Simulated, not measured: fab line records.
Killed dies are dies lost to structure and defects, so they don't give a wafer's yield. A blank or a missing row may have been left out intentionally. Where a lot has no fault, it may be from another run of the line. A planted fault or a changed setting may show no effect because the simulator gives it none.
Which tool is to blame? || flow nand_harc || 14 lots with 42 wafers sampled at 5 steps, on a route of 1302 steps

WHAT EACH GAUGE READ, for each wafer
NHARC_P_STI_CD_MEAS_09: target cd 200 nm. Usual: cd_nm 199.8 nm, standard deviation 1.8.
{"lot": "L507", "measured": "day 3 04:58", "on": "cd_sem-03", "cd_nm (nm)": "199.2 199.6 198.3", "flag": ""}
{"lot": "L508", "measured": "day 3 09:47", "on": "cd_sem-02", "cd_nm (nm)": "202.1 201.8 202.4", "flag": ""}
{"lot": "L509", "measured": "day 3 16:15", "on": "cd_sem-02", "cd_nm (nm)": "201.5 201.8 201.9", "flag": ""}
{"lot": "L510", "measured": "day 4 01:23", "on": "cd_sem-03", "cd_nm (nm)": "198.0 198.8 198.6", "flag": ""}
{"lot": "L511", "measured": "day 4 12:45", "on": "cd_sem-01", "cd_nm (nm)": "202.4 199.5 199.9", "flag": ""}
{"lot": "L512", "measured": "day 4 23:38", "on": "cd_sem-03", "cd_nm (nm)": "201.2 200.7 200.2", "flag": ""}
{"lot": "L514", "measured": "day 5 16:21", "on": "cd_sem-01", "cd_nm (nm)": "200.7 196.5 198.1", "flag": ""}
{"lot": "L515", "measured": "day 6 04:52", "on": "cd_sem-02", "cd_nm (nm)": "203.6 202.0 202.0", "flag": ""}
{"lot": "L516", "measured": "day 6 16:46", "on": "cd_sem-03", "cd_nm (nm)": "196.5 198.5 199.6", "flag": ""}
{"lot": "L518", "measured": "day 7 12:52", "on": "cd_sem-03", "cd_nm (nm)": "199.5 198.7 198.7", "flag": ""}
{"lot": "L522", "measured": "day 9 05:50", "on": "cd_sem-01", "cd_nm (nm)": "200.1 200.4 198.3", "flag": ""}
{"lot": "L525", "measured": "day 10 10:31", "on": "cd_sem-03", "cd_nm (nm)": "222.0 225.5 222.6 222.0 225.2 222.4", "flag": "OFF"}
{"lot": "L526", "measured": "day 10 18:43", "on": "cd_sem-01", "cd_nm (nm)": "221.8 219.9 220.3 222.2 220.0 220.6", "flag": "OFF"}
{"lot": "L529", "measured": "day 12 00:21", "on": "cd_sem-03", "cd_nm (nm)": "201.0 200.6 202.5", "flag": ""}

NHARC_P_STI_OCD_MEAS_17. Usual: trench_depth_nm 300.3 nm, standard deviation 2.8; trench_foot_cd_nm 157.8 nm, standard deviation 1.8.
{"lot": "L507", "measured": "day 3 05:44", "on": "ocd-02", "trench_depth_nm (nm)": "296.2 302.6 297.5", "trench_foot_cd_nm (nm)": "158.1 157.7 156.8", "flag": ""}
{"lot": "L508", "measured": "day 3 10:34", "on": "ocd-02", "trench_depth_nm (nm)": "306.5 301.2 302.9", "trench_foot_cd_nm (nm)": "158.5 159.4 160.3", "flag": ""}
{"lot": "L509", "measured": "day 3 17:02", "on": "ocd-01", "trench_depth_nm (nm)": "299.3 301.1 299.6", "trench_foot_cd_nm (nm)": "159.4 159.6 160.0", "flag": ""}
{"lot": "L510", "measured": "day 4 02:13", "on": "ocd-02", "trench_depth_nm (nm)": "299.1 300.2 296.3", "trench_foot_cd_nm (nm)": "155.9 156.4 156.9", "flag": ""}
{"lot": "L511", "measured": "day 4 13:32", "on": "ocd-01", "trench_depth_nm (nm)": "301.1 306.8 302.4", "trench_foot_cd_nm (nm)": "160.0 157.2 157.6", "flag": ""}
{"lot": "L512", "measured": "day 5 00:28", "on": "ocd-01", "trench_depth_nm (nm)": "300.5 298.7 293.8", "trench_foot_cd_nm (nm)": "159.0 158.8 158.5", "flag": ""}
{"lot": "L514", "measured": "day 5 17:08", "on": "ocd-02", "trench_depth_nm (nm)": "305.4 300.6 301.9", "trench_foot_cd_nm (nm)": "158.0 154.8 156.1", "flag": ""}
{"lot": "L515", "measured": "day 6 05:40", "on": "ocd-01", "trench_depth_nm (nm)": "302.9 304.9 302.7", "trench_foot_cd_nm (nm)": "161.3 159.5 159.7", "flag": ""}
{"lot": "L516", "measured": "day 6 17:32", "on": "ocd-02", "trench_depth_nm (nm)": "298.9 299.3 298.3", "trench_foot_cd_nm (nm)": "154.9 156.8 157.6", "flag": ""}
{"lot": "L518", "measured": "day 7 13:40", "on": "ocd-01", "trench_depth_nm (nm)": "300.3 300.3 295.4", "trench_foot_cd_nm (nm)": "157.4 156.4 157.7", "flag": ""}
{"lot": "L522", "measured": "day 9 06:37", "on": "ocd-02", "trench_depth_nm (nm)": "298.2 300.5 299.9", "trench_foot_cd_nm (nm)": "158.6 158.2 156.1", "flag": ""}
{"lot": "L525", "measured": "day 10 18:34", "on": "ocd-01", "trench_depth_nm (nm)": "299.5 305.0 301.7 299.6 305.1 300.9", "trench_foot_cd_nm (nm)": "180.0 183.6 180.7 179.9 183.2 180.5", "flag": "OFF"}
{"lot": "L526", "measured": "day 10 23:08", "on": "ocd-01", "trench_depth_nm (nm)": "300.0 301.4 299.4 299.9 301.3 299.6", "trench_foot_cd_nm (nm)": "180.4 177.9 178.8 180.4 178.0 178.0", "flag": "OFF"}
{"lot": "L529", "measured": "day 12 01:12", "on": "ocd-01", "trench_depth_nm (nm)": "296.2 297.8 297.8", "trench_foot_cd_nm (nm)": "159.7 158.9 160.5", "flag": ""}

TOOL THAT RAN EACH LOT (tool first, then ch and the chambers of the sampled wafers, then the start)
{"lot": "L507", "NHARC_P_ZERO_WELL_ETCH_63": "rie_si-04 ch 0,1,2, day 1 21:39", "NHARC_P_ZERO_WELL_DESCUM_39": "rie_diel-03 ch 0,1,2, day 2 00:27", "NHARC_P_STI_PEB_07": "litho_track-03 ch 0, day 3 04:52"}
{"lot": "L508", "NHARC_P_ZERO_WELL_ETCH_63": "rie_si-01 ch 1,3, day 2 07:44", "NHARC_P_ZERO_WELL_DESCUM_39": "rie_diel-12 ch 1,3, day 2 10:31", "NHARC_P_STI_PEB_07": "litho_track-07 ch 0, day 3 09:42"}
{"lot": "L509", "NHARC_P_ZERO_WELL_ETCH_63": "rie_si-02 ch 0,2,3, day 2 17:31", "NHARC_P_ZERO_WELL_DESCUM_39": "rie_diel-08 ch 0,1,2, day 2 20:08", "NHARC_P_STI_PEB_07": "litho_track-02 ch 0, day 3 16:10"}
{"lot": "L510", "NHARC_P_ZERO_WELL_ETCH_63": "rie_si-02 ch 1,2,3, day 3 03:46", "NHARC_P_ZERO_WELL_DESCUM_39": "rie_diel-03 ch 0,1,3, day 3 06:35", "NHARC_P_STI_PEB_07": "litho_track-07 ch 0, day 4 01:18"}
{"lot": "L511", "NHARC_P_ZERO_WELL_ETCH_63": "rie_si-01 ch 1,2, day 3 13:40", "NHARC_P_ZERO_WELL_DESCUM_39": "rie_diel-12 ch 0,1, day 3 16:10", "NHARC_P_STI_PEB_07": "litho_track-07 ch 0, day 4 12:40"}
{"lot": "L512", "NHARC_P_ZERO_WELL_ETCH_63": "rie_si-01 ch 0,1,2, day 3 23:40", "NHARC_P_ZERO_WELL_DESCUM_39": "rie_diel-12 ch 0,1,3, day 4 02:17", "NHARC_P_STI_PEB_07": "litho_track-07 ch 0, day 4 23:33"}
{"lot": "L514", "NHARC_P_ZERO_WELL_ETCH_63": "rie_si-04 ch 0,2, day 4 19:40", "NHARC_P_ZERO_WELL_DESCUM_39": "rie_diel-03 ch 0,1,3, day 4 22:09", "NHARC_P_STI_PEB_07": "litho_track-03 ch 0, day 5 16:16"}
{"lot": "L515", "NHARC_P_ZERO_WELL_ETCH_63": "rie_si-04 ch 0,1, day 5 05:46", "NHARC_P_ZERO_WELL_DESCUM_39": "rie_diel-08 ch 0,2, day 5 08:22", "NHARC_P_STI_PEB_07": "litho_track-07 ch 0, day 6 04:46"}
{"lot": "L516", "NHARC_P_ZERO_WELL_ETCH_63": "rie_si-01 ch 0,2,3, day 5 15:45", "NHARC_P_ZERO_WELL_DESCUM_39": "rie_diel-12 ch 0,1, day 5 18:21", "NHARC_P_STI_PEB_07": "litho_track-03 ch 0, day 6 16:40"}
{"lot": "L518", "NHARC_P_ZERO_WELL_ETCH_63": "rie_si-01 ch 1,2, day 6 11:49", "NHARC_P_ZERO_WELL_DESCUM_39": "rie_diel-12 ch 0,1,3, day 6 14:28", "NHARC_P_STI_PEB_07": "litho_track-03 ch 0, day 7 12:47"}
{"lot": "L522", "NHARC_P_ZERO_WELL_ETCH_63": "rie_si-02 ch 0,3, day 8 03:45", "NHARC_P_ZERO_WELL_DESCUM_39": "rie_diel-08 ch 0,3, day 8 06:41", "NHARC_P_STI_PEB_07": "litho_track-07 ch 0, day 9 05:45"}
{"lot": "L525", "NHARC_P_ZERO_WELL_ETCH_63": "rie_si-02 ch 1,2, day 9 09:37", "NHARC_P_ZERO_WELL_DESCUM_39": "rie_diel-12 ch 1,2,3, day 9 12:07", "NHARC_P_STI_PEB_07": "litho_track-07 ch 0, day 10 10:25"}
{"lot": "L526", "NHARC_P_ZERO_WELL_ETCH_63": "rie_si-04 ch 1,3, day 9 19:40", "NHARC_P_ZERO_WELL_DESCUM_39": "rie_diel-08 ch 1,2,3, day 9 22:18", "NHARC_P_STI_PEB_07": "litho_track-07 ch 0, day 10 18:38"}
{"lot": "L529", "NHARC_P_ZERO_WELL_ETCH_63": "rie_si-02 ch 0,1, day 11 01:43", "NHARC_P_ZERO_WELL_DESCUM_39": "rie_diel-03 ch 0,1, day 11 04:23", "NHARC_P_STI_PEB_07": "litho_track-03 ch 0, day 12 00:16"}
- NHARC_P_ZERO_WELL_ETCH_63: etches the open film in HBr/Cl2, target depth 120 nm, time 40.1 s.
- NHARC_P_ZERO_WELL_DESCUM_39: chemistry O2, time 3 s.
- NHARC_P_STI_PEB_07: peb time 80 s.

AS READ BY THE TOOLS THEMSELVES (means over the sampled wafers that have a number; for cases with no such wafer, the mark the record gives instead)
NHARC_P_ZERO_WELL_ETCH_63. Usual: drypump_motor_current_A 5.7 A, standard deviation 0.38; oes_product_au 0.999 a.u., standard deviation 0.0074; throttle_valve_pct 26.407 %, standard deviation 0.0091.
{"lot": "L507", "tool": "rie_si-04", "drypump_motor_current_A (A)": 5.8, "oes_product_au (a.u.)": 0.992, "throttle_valve_pct (%)": 26.406, "flag": ""}
{"lot": "L508", "tool": "rie_si-01", "drypump_motor_current_A (A)": 5.7, "oes_product_au (a.u.)": 0.998, "throttle_valve_pct (%)": 26.413, "flag": ""}
{"lot": "L509", "tool": "rie_si-02", "drypump_motor_current_A (A)": 5.4, "oes_product_au (a.u.)": 0.998, "throttle_valve_pct (%)": 26.411, "flag": ""}
{"lot": "L510", "tool": "rie_si-02", "drypump_motor_current_A (A)": 5.2, "oes_product_au (a.u.)": 0.993, "throttle_valve_pct (%)": 26.407, "flag": ""}
{"lot": "L511", "tool": "rie_si-01", "drypump_motor_current_A (A)": 5.6, "oes_product_au (a.u.)": 0.993, "throttle_valve_pct (%)": 26.407, "flag": ""}
{"lot": "L512", "tool": "rie_si-01", "drypump_motor_current_A (A)": 5.9, "oes_product_au (a.u.)": 0.990, "throttle_valve_pct (%)": 26.406, "flag": ""}
{"lot": "L514", "tool": "rie_si-04", "drypump_motor_current_A (A)": 5.7, "oes_product_au (a.u.)": 0.994, "throttle_valve_pct (%)": 26.415, "flag": ""}
{"lot": "L515", "tool": "rie_si-04", "drypump_motor_current_A (A)": 5.8, "oes_product_au (a.u.)": 0.996, "throttle_valve_pct (%)": 26.420, "flag": ""}
{"lot": "L516", "tool": "rie_si-01", "drypump_motor_current_A (A)": 5.9, "oes_product_au (a.u.)": 0.993, "throttle_valve_pct (%)": 26.406, "flag": ""}
{"lot": "L518", "tool": "rie_si-01", "drypump_motor_current_A (A)": 5.6, "oes_product_au (a.u.)": 0.995, "throttle_valve_pct (%)": 26.407, "flag": ""}
{"lot": "L522", "tool": "rie_si-02", "drypump_motor_current_A (A)": 5.4, "oes_product_au (a.u.)": 1.004, "throttle_valve_pct (%)": 26.398, "flag": ""}
{"lot": "L525", "tool": "rie_si-02", "drypump_motor_current_A (A)": 5.2, "oes_product_au (a.u.)": 1.003, "throttle_valve_pct (%)": 26.399, "flag": ""}
{"lot": "L526", "tool": "rie_si-04", "drypump_motor_current_A (A)": 5.8, "oes_product_au (a.u.)": 0.993, "throttle_valve_pct (%)": 26.416, "flag": ""}
{"lot": "L529", "tool": "rie_si-02", "drypump_motor_current_A (A)": 5.9, "oes_product_au (a.u.)": 0.995, "throttle_valve_pct (%)": 26.407, "flag": ""}

NHARC_P_ZERO_WELL_DESCUM_39. Usual: drypump_motor_current_A 5.50 A, standard deviation 0.29; oes_product_au 1.001 a.u., standard deviation 0.0078; rf_vpp_V 57.7 V, standard deviation 0.84; showerhead_plenum_p_Torr 1.89 Torr, standard deviation 0.066; throttle_valve_pct 11.311 %, standard deviation 0.0085.
{"lot": "L507", "tool": "rie_diel-03", "drypump_motor_current_A (A)": 5.28, "oes_product_au (a.u.)": 1.006, "rf_vpp_V (V)": 57.9, "showerhead_plenum_p_Torr (Torr)": 1.91, "throttle_valve_pct (%)": 11.311, "flag": ""}
{"lot": "L508", "tool": "rie_diel-12", "drypump_motor_current_A (A)": 5.60, "oes_product_au (a.u.)": 1.003, "rf_vpp_V (V)": 57.9, "showerhead_plenum_p_Torr (Torr)": 1.97, "throttle_valve_pct (%)": 11.307, "flag": ""}
{"lot": "L509", "tool": "rie_diel-08", "drypump_motor_current_A (A)": 5.99, "oes_product_au (a.u.)": 0.997, "rf_vpp_V (V)": 56.6, "showerhead_plenum_p_Torr (Torr)": 1.84, "throttle_valve_pct (%)": 11.309, "flag": ""}
{"lot": "L510", "tool": "rie_diel-03", "drypump_motor_current_A (A)": 5.26, "oes_product_au (a.u.)": 0.996, "rf_vpp_V (V)": 57.4, "showerhead_plenum_p_Torr (Torr)": 1.90, "throttle_valve_pct (%)": 11.305, "flag": ""}
{"lot": "L511", "tool": "rie_diel-12", "drypump_motor_current_A (A)": 5.53, "oes_product_au (a.u.)": 1.007, "rf_vpp_V (V)": 58.6, "showerhead_plenum_p_Torr (Torr)": 1.95, "throttle_valve_pct (%)": 11.315, "flag": ""}
{"lot": "L512", "tool": "rie_diel-12", "drypump_motor_current_A (A)": 5.54, "oes_product_au (a.u.)": 0.996, "rf_vpp_V (V)": 57.6, "showerhead_plenum_p_Torr (Torr)": 1.94, "throttle_valve_pct (%)": 11.314, "flag": ""}
{"lot": "L514", "tool": "rie_diel-03", "drypump_motor_current_A (A)": 5.25, "oes_product_au (a.u.)": 0.999, "rf_vpp_V (V)": 57.7, "showerhead_plenum_p_Torr (Torr)": 1.90, "throttle_valve_pct (%)": 11.313, "flag": ""}
{"lot": "L515", "tool": "rie_diel-08", "drypump_motor_current_A (A)": 5.78, "oes_product_au (a.u.)": 0.996, "rf_vpp_V (V)": 58.3, "showerhead_plenum_p_Torr (Torr)": 1.85, "throttle_valve_pct (%)": 11.308, "flag": ""}
{"lot": "L516", "tool": "rie_diel-12", "drypump_motor_current_A (A)": 5.55, "oes_product_au (a.u.)": 1.010, "rf_vpp_V (V)": 57.0, "showerhead_plenum_p_Torr (Torr)": 1.95, "throttle_valve_pct (%)": 11.314, "flag": ""}
{"lot": "L518", "tool": "rie_diel-12", "drypump_motor_current_A (A)": 5.54, "oes_product_au (a.u.)": 1.001, "rf_vpp_V (V)": 58.4, "showerhead_plenum_p_Torr (Torr)": 1.94, "throttle_valve_pct (%)": 11.317, "flag": ""}
{"lot": "L522", "tool": "rie_diel-08", "drypump_motor_current_A (A)": 5.49, "oes_product_au (a.u.)": 1.002, "rf_vpp_V (V)": 58.4, "showerhead_plenum_p_Torr (Torr)": 1.84, "throttle_valve_pct (%)": 11.307, "flag": ""}
{"lot": "L525", "tool": "rie_diel-12", "drypump_motor_current_A (A)": 5.44, "oes_product_au (a.u.)": 1.007, "rf_vpp_V (V)": 57.5, "showerhead_plenum_p_Torr (Torr)": 1.92, "throttle_valve_pct (%)": 11.312, "flag": ""}
{"lot": "L526", "tool": "rie_diel-08", "drypump_motor_current_A (A)": 5.91, "oes_product_au (a.u.)": 0.985, "rf_vpp_V (V)": 57.0, "showerhead_plenum_p_Torr (Torr)": 1.80, "throttle_valve_pct (%)": 11.307, "flag": ""}
{"lot": "L529", "tool": "rie_diel-03", "drypump_motor_current_A (A)": 5.21, "oes_product_au (a.u.)": 1.007, "rf_vpp_V (V)": 57.8, "showerhead_plenum_p_Torr (Torr)": 1.84, "throttle_valve_pct (%)": 11.318, "flag": ""}

NHARC_P_STI_PEB_07. Usual: heater_power_total_W 189.7 W, standard deviation 0.78; plate_temp_C 128.02 C, standard deviation 0.14.
{"lot": "L507", "tool": "litho_track-03", "heater_power_total_W (W)": 190.2, "plate_temp_C (C)": 128.06, "flag": ""}
{"lot": "L508", "tool": "litho_track-07", "heater_power_total_W (W)": 189.7, "plate_temp_C (C)": 127.79, "flag": ""}
{"lot": "L509", "tool": "litho_track-02", "heater_power_total_W (W)": 190.4, "plate_temp_C (C)": 128.13, "flag": ""}
{"lot": "L510", "tool": "litho_track-07", "heater_power_total_W (W)": 190.0, "plate_temp_C (C)": 128.21, "flag": ""}
{"lot": "L511", "tool": "litho_track-07", "heater_power_total_W (W)": 189.7, "plate_temp_C (C)": 128.09, "flag": ""}
{"lot": "L512", "tool": "litho_track-07", "heater_power_total_W (W)": 189.6, "plate_temp_C (C)": 127.78, "flag": ""}
{"lot": "L514", "tool": "litho_track-03", "heater_power_total_W (W)": 190.5, "plate_temp_C (C)": 128.09, "flag": ""}
{"lot": "L515", "tool": "litho_track-07", "heater_power_total_W (W)": 190.2, "plate_temp_C (C)": 128.01, "flag": ""}
{"lot": "L516", "tool": "litho_track-03", "heater_power_total_W (W)": 189.5, "plate_temp_C (C)": 128.15, "flag": ""}
{"lot": "L518", "tool": "litho_track-03", "heater_power_total_W (W)": 190.1, "plate_temp_C (C)": 127.90, "flag": ""}
{"lot": "L522", "tool": "litho_track-07", "heater_power_total_W (W)": 189.9, "plate_temp_C (C)": 128.02, "flag": ""}
{"lot": "L525", "tool": "litho_track-07", "heater_power_total_W (W)": 196.7, "plate_temp_C (C)": 131.63, "flag": "OFF"}
{"lot": "L526", "tool": "litho_track-07", "heater_power_total_W (W)": 196.5, "plate_temp_C (C)": 131.56, "flag": "OFF"}
{"lot": "L529", "tool": "litho_track-03", "heater_power_total_W (W)": 189.7, "plate_temp_C (C)": 128.07, "flag": ""}

THE ANSWER, worked out from the rows above alone
Rule: lot off if the mean of its wafers having a number is beyond 3 standard deviations from the usual mean. A lot without any number at a reading at which 4 lots or more have one is off too. Any other lot the step has rows for is counted as sound. The gauges are gone through in route order, then the tools' own readings, and for those a lot's mean is taken as printed above. The first step at which some lot is off is used, and at that step the reading that is off furthest; a lot without a number counts as furthest.
Off: L525, L526, at NHARC_P_STI_CD_MEAS_09 (cd_nm).
If a tool, at a process step before that reading, ran all the lots that are off and no sound lot after the first of them, it fits. Not tried: the gauges at NHARC_P_STI_CD_MEAS_09; whatever is off there is also off at NHARC_P_STI_OCD_MEAS_17, on other tools, and gauge error can't account for it. One fits: litho_track-07 at NHARC_P_STI_PEB_07. Its last sound lot is L522 (day 9 05:45), its first lot that is off L525 (day 10 10:25): a fault that began between those two fits.
The tool's own readings at NHARC_P_STI_PEB_07 bear it out: on the lots that are off they differ by more than 5 times the standard deviation of the sound lots' means. heater_power_total_W reads 196.6 W there against 190.0 W on the sound lots; plate_temp_C reads 131.59 C there against 128.03 C on the sound lots.

WHAT HAD BEEN PUT IN BY THE SIMULATOR
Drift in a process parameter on litho_track-07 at NHARC_P_STI_PEB_07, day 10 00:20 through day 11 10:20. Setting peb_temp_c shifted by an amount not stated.
Lots struck among those shown: L525, L526. This agrees with what the rule above found.
